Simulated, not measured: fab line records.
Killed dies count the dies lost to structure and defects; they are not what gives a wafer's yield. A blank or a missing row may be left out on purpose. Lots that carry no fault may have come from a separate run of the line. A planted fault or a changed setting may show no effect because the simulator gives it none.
Split-lot experiment -- flow n5_finfet -- 7 lots, 17 wafers read, on a route of 1938 steps

ON THE SPLIT
At N5_BEOL_M1_SPUTTER_81 (material Cu, target thk 4.5 nm, time 8.29 s), the setting time_s was moved away from the recipe's 8.29 s on 2 of the 17 wafers read, by +9.9% to +10.3%. This setting was run at the recipe's value on the other wafers.

The split's own step is where the reading is taken.

THE READING
Cu_of_BEOL_M1_SPUTTER_81.thk_nm (the simulator's own value, which no gauge read), in nm, at N5_BEOL_M1_SPUTTER_81 (material Cu, target thk 4.5 nm, time 8.29 s). There is no usual value for it anywhere in the file. The 15 wafers here that ran the recipe average 4.5 nm, standard deviation 0.094 nm.

wafer,"tool, chamber at the split","time_s as run, s",against the recipe,"Cu_of_BEOL_M1_SPUTTER_81.thk_nm, nm",against lot-mates on the recipe
L074.2,"pvd_sputter-02, -",8.29,recipe,4.6,-
L074.4,"pvd_sputter-02, -",8.29,recipe,4.6,-
L074.6,"pvd_sputter-02, -",8.29,recipe,4.6,-
L075.2,"pvd_sputter-02, -",8.29,recipe,4.6,-
L075.5,"pvd_sputter-02, -",8.29,recipe,4.6,-
L075.6,"pvd_sputter-02, -",8.29,recipe,4.6,-
L080.1,"pvd_sputter-01, -",8.29,recipe,4.4,-
L080.4,"pvd_sputter-01, -",9.111,+9.9%,5.2,+0.7
L080.5,"pvd_sputter-01, -",8.29,recipe,4.6,-
L086.4,"pvd_sputter-03, -",8.29,recipe,4.6,-
L086.5,"pvd_sputter-03, -",8.29,recipe,4.6,-
L087.1,"pvd_sputter-01, -",8.29,recipe,4.4,-
L095.1,"pvd_sputter-03, -",9.147,+10.3%,5,+0.4
L095.4,"pvd_sputter-03, -",8.29,recipe,4.6,-
L096.1,"pvd_sputter-02, -",8.29,recipe,4.4,-
L096.2,"pvd_sputter-02, -",8.29,recipe,4.4,-
L096.4,"pvd_sputter-02, -",8.29,recipe,4.4,-

FIT RESULTS
A straight line over all 17 wafers: Cu_of_BEOL_M1_SPUTTER_81.thk_nm changes by +0.0557 nm for each +1% of time_s; r = +0.88; the points scatter about the line by 0.1 nm.
The same after taking each lot's own level away (the mean of its wafers on the recipe; 17 wafers): +0.054 nm for each +1%; r = +0.94; scatter 0.069 nm.
Per that fit: largest time_s move, reading shift of 0.56 nm.
Across the lots, their own levels run from 4.40 to 4.60 nm, a range of 2.1 times the standard deviation given above.
The two slopes are in agreement: the lot-to-lot level therefore moves the slope only a little.
Check: for one of the wafers moved furthest among these (+10.3%), held out of the fit, the line's prediction against its lot-mates is +0.731 nm. It came out at +0.4 nm against them.

THESE WAFERS: OTHER SPLITS
These wafers also went through other splits before the reading. Each is held against what the fit with the lots' levels taken away leaves over:
other split on the same wafers,wafers away from the commonest value,r with Cu_of_BEOL_M1_SPUTTER_81.thk_nm (lot level and that fit taken away)
N5_BEOL_M1_EXPOSE_25 dose_mj,9,+0.13

FILE'S OWN FIT
Cu_of_BEOL_M1_SPUTTER_81.thk_nm changes by +0.0563 nm for each +1% of time_s, r = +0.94.
